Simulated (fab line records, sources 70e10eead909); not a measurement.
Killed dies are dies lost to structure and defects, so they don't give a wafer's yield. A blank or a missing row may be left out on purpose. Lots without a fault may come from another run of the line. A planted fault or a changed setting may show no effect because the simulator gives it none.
Which tool did it? | flow nand_harc | 13 lots, 38 wafers sampled, at 5 steps of a route of 1159

WHAT THE GAUGES READ, wafer by wafer
NHARC_A_SLIT_OVL_MEAS_10. Usual: overlay_x_nm 0.3 nm, standard deviation 0.86; overlay_y_nm 0.2 nm, standard deviation 0.92.
lot  | measured     | on         | overlay_x_nm (nm) | overlay_y_nm (nm) | flag
L318 | day 14 12:23 | overlay-02 | -0.5 -0.2 -0.1    | 0.0 -0.4 -0.5     |
L320 | day 14 22:04 | overlay-02 | 0.1 0.3 0.4       | 1.1 1.2 1.4       |
L319 | day 14 22:20 | overlay-01 | -0.1 0.3 -0.1     | 0.2 0.3 0.6       |
L321 | day 15 05:16 | overlay-01 | 0.2 0.8 0.1       | -0.4 -0.6 -0.6    |
L323 | day 15 05:25 | overlay-02 | -1.1 -0.2 -1.2    | -0.7 -0.1 -0.7    |
L322 | day 15 07:13 | overlay-02 | -1.0 -1.2 -1.4    | 0.5 0.4 1.3       |
L327 | day 16 11:32 | overlay-02 | 0.5 0.2           | 0.4 1.1           |
L334 | day 18 14:38 | overlay-02 | -0.8 -1.4 -0.7    | -1.5 -1.3 -0.8    |
L337 | day 18 14:48 | overlay-01 | -0.7 -0.4 -0.3    | -1.0 -0.4 -0.2    |
L338 | day 20 03:59 | overlay-02 | 1.0 0.9 0.9       | 0.3 0.2 0.5       |
L339 | day 20 04:17 | overlay-02 | 0.0 0.4 -0.2      | 0.5 0.1 0.4       |
L341 | day 20 04:26 | overlay-01 | 1.6 1.8 1.7       | 0.9 0.2 0.7       |
L340 | day 20 06:02 | overlay-02 | 1.8 1.3 1.5       | -0.6 -0.2 -0.3    |

NHARC_A_SLIT_INSPECT_11. Usual: raw_defect_count 20, standard deviation 10.
lot  | measured     | on                | raw_defect_count | flag
L318 | day 14 12:25 | defect_inspect-02 | 27 29 16         |
L320 | day 14 22:07 | defect_inspect-01 | 19 18 13         |
L319 | day 14 22:23 | defect_inspect-02 | 5 8 10           |
L321 | day 15 05:17 | defect_inspect-02 | 33 23 13         |
L323 | day 15 05:27 | defect_inspect-01 | 14 6 8           |
L322 | day 15 07:14 | defect_inspect-01 | 18 14 11         |
L327 | day 16 11:34 | defect_inspect-01 | 13 23            |
L334 | day 18 14:41 | defect_inspect-02 | 43 31 27         |
L337 | day 18 14:50 | defect_inspect-01 | 10 10 17         |
L338 | day 20 04:01 | defect_inspect-02 | 31 43 37         |
L339 | day 20 04:19 | defect_inspect-02 | 18 15 7          |
L341 | day 20 04:29 | defect_inspect-01 | 17 14 20         |
L340 | day 20 06:04 | defect_inspect-02 | 24 18 25         |

NHARC_END_SORT_01. Usual: killed_at_array 28, standard deviation 8.6; killed_at_other 0.7, standard deviation 1.2; killed_at_periphery 3.1, standard deviation 2.3; killed_dies 32, standard deviation 8.7; killed_open 3.2, standard deviation 1.7; killed_short 2.0, standard deviation 1.5.
lot  | measured     | on        | killed_at_array | killed_at_other | killed_at_periphery | killed_dies | killed_open | killed_short | flag
L334 | day 23 21:09 | prober-01 | 46 44 41        | 0 0 0           | 3 6 7               | 49 50 48    | 2 2 4       | 1 0 0        |

WHICH TOOL RAN EACH LOT (tool, then ch and the chambers of the sampled wafers, then the start)
lot  | NHARC_A_SLIT_ETCH_15                          | NHARC_A_WL_FILL_ETCHBACK_05
L318 | rie_diel-05 ch 1,2, day 15 05:47 or earlier   | rie_metal-01 ch 0,1, day 15 05:47
L320 | rie_diel-07 ch 0,2, day 15 16:34 or earlier   | rie_metal-02 ch 0,1, day 15 16:34
L319 | rie_diel-13 ch 0,1,2, day 15 16:41 or earlier | rie_metal-03 ch 0,1, day 15 16:41
L321 | rie_diel-07 ch 0,2,3, day 15 21:14 or earlier | rie_metal-03 ch 0,1, day 15 21:14
L323 | rie_diel-07 ch 0,2,3, day 16 00:05 or earlier | rie_metal-02 ch 0,1, day 16 00:05
L322 | rie_diel-07 ch 1,3, day 16 02:45 or earlier   | rie_metal-03 ch 0,1, day 16 02:45
L327 | rie_diel-07 ch 3, day 16 12:01                | rie_metal-03 ch 0,1, day 17 11:32
L334 | rie_diel-13 ch 0,1,3, day 19 08:17 or earlier | rie_metal-02 ch 0,1, day 19 08:17
L337 | rie_diel-07 ch 0,1,3, day 19 11:09 or earlier | rie_metal-01 ch 0,1, day 19 11:09
L338 | rie_diel-05 ch 1,2, day 20 19:44 or earlier   | rie_metal-02 ch 0,1, day 20 19:44
L339 | rie_diel-07 ch 1,2,3, day 20 19:44 or earlier | rie_metal-01 ch 0,1, day 20 19:44
L341 | rie_diel-05 ch 1,2, day 20 23:08 or earlier   | rie_metal-01 ch 0,1, day 20 23:08
L340 | rie_diel-13 ch 0,3, day 21 01:58 or earlier   | rie_metal-03 ch 0,1, day 21 01:58
- NHARC_A_SLIT_ETCH_15: etches the open film in O2/COS, target depth 3200 nm, time 832 s.
- NHARC_A_WL_FILL_ETCHBACK_05: etches the open film in Cl2/BCl3, target depth 22 nm, time 60 s.

WHAT THE TOOLS THEMSELVES READ (means of the sampled wafers that have a number; where no wafer has one, the mark that the record gives instead)
NHARC_A_SLIT_ETCH_15. Usual: chamber_pressure_mTorr 20.002 mTorr, standard deviation 0.02; drypump_motor_current_A 5.5 A, standard deviation 0.36; oes_product_au 1.000 a.u., standard deviation 0.0093; rf_fwd_power_W 499.4 W, standard deviation 1.4; rf_vpp_V 313.6 V, standard deviation 2.1; showerhead_plenum_p_Torr 3.08 Torr, standard deviation 0.13; throttle_valve_pct 28.331 %, standard deviation 0.0085.
lot  | tool        | chamber_pressure_mTorr (mTorr) | drypump_motor_current_A (A) | oes_product_au (a.u.) | rf_fwd_power_W (W) | rf_vpp_V (V) | showerhead_plenum_p_Torr (Torr) | throttle_valve_pct (%) | flag
L318 | rie_diel-05 | 19.989                         | 5.2                         | 1.005                 | 499.6              | 316.2        | 3.21                            | 28.334                 |
L320 | rie_diel-07 | 20.018                         | 5.3                         | 0.998                 | 499.0              | 314.6        | 3.13                            | 28.332                 |
L319 | rie_diel-13 | 19.992                         | 5.4                         | 0.999                 | 500.5              | 314.1        | 3.07                            | 28.343                 |
L321 | rie_diel-07 | 20.009                         | 5.6                         | 0.999                 | 499.4              | 312.6        | 3.08                            | 28.334                 |
L323 | rie_diel-07 | 19.985                         | 5.6                         | 0.990                 | 498.1              | 312.9        | 3.08                            | 28.337                 |
L322 | rie_diel-07 | 20.003                         | 5.7                         | 1.001                 | 499.9              | 312.3        | 2.96                            | 28.336                 |
L327 | rie_diel-07 | 20.007                         | 6.3                         | 1.002                 | 498.3              | 312.4        | 2.98                            | 28.329                 |
L334 | rie_diel-13 | 19.994                         | 5.5                         | 1.000                 | 499.1              | 310.9        | 2.96                            | 28.340                 |
L337 | rie_diel-07 | 20.005                         | 5.6                         | 0.996                 | 498.1              | 312.9        | 3.02                            | 28.319                 |
L338 | rie_diel-05 | 20.009                         | 5.3                         | 1.004                 | 498.6              | 314.0        | 3.10                            | 28.327                 |
L339 | rie_diel-07 | 20.003                         | 5.7                         | 1.002                 | 500.2              | 313.3        | 3.02                            | 28.329                 |
L341 | rie_diel-05 | 19.993                         | 5.2                         | 0.994                 | 499.6              | 315.2        | 3.20                            | 28.328                 |
L340 | rie_diel-13 | 20.003                         | 5.6                         | 1.005                 | 497.7              | 312.0        | 2.95                            | 28.332                 |

NHARC_A_WL_FILL_ETCHBACK_05. Usual: chamber_pressure_mTorr 10.001 mTorr, standard deviation 0.0092; drypump_motor_current_A 5.4 A, standard deviation 0.32; oes_product_au 1.007 a.u., standard deviation 0.013.
lot  | tool         | chamber_pressure_mTorr (mTorr) | drypump_motor_current_A (A) | oes_product_au (a.u.) | flag
L318 | rie_metal-01 | 10.005                         | 5.6                         | 0.995                 |
L320 | rie_metal-02 | 10.004                         | 5.7                         | 1.004                 |
L319 | rie_metal-03 | 10.006                         | 5.4                         | 1.023                 |
L321 | rie_metal-03 | 10.002                         | 5.4                         | 1.020                 |
L323 | rie_metal-02 | 9.998                          | 5.7                         | 0.994                 |
L322 | rie_metal-03 | 9.994                          | 5.4                         | 1.010                 |
L327 | rie_metal-03 | 10.006                         | 5.2                         | 1.268                 | OFF
L334 | rie_metal-02 | 9.999                          | 5.6                         | 1.006                 |
L337 | rie_metal-01 | 10.000                         | 5.5                         | 0.990                 |
L338 | rie_metal-02 | 10.003                         | 5.7                         | 1.002                 |
L339 | rie_metal-01 | 9.992                          | 5.6                         | 1.001                 |
L341 | rie_metal-01 | 9.998                          | 5.5                         | 1.001                 |
L340 | rie_metal-03 | 10.012                         | 5.1                         | 1.019                 |

THE ANSWER, worked out from the rows above alone
Rule: a lot is off if the mean of its wafers that have a number lies more than 3 standard deviations from the usual mean. A lot without any number at a reading at which 4 lots or more have one is off too. The other lots that the step has rows for count as sound. The gauges are gone through in route order, then the tools' own readings, and for those a lot's mean is taken as printed above. The first step at which some lot is off is used, and at that step the reading that is off furthest; a lot without a number counts as furthest.
Off: L327, at NHARC_A_WL_FILL_ETCHBACK_05 (oes_product_au).
A tool fits if, at that step or a process step before it, it ran every lot that is off, and no sound lot after the first of them. NHARC_A_SLIT_ETCH_15 gives no start for some lots, so the hours and the order of its lots are those of NHARC_A_WL_FILL_ETCHBACK_05. None of those tried fits.

WHAT THE SIMULATOR HAD PUT IN
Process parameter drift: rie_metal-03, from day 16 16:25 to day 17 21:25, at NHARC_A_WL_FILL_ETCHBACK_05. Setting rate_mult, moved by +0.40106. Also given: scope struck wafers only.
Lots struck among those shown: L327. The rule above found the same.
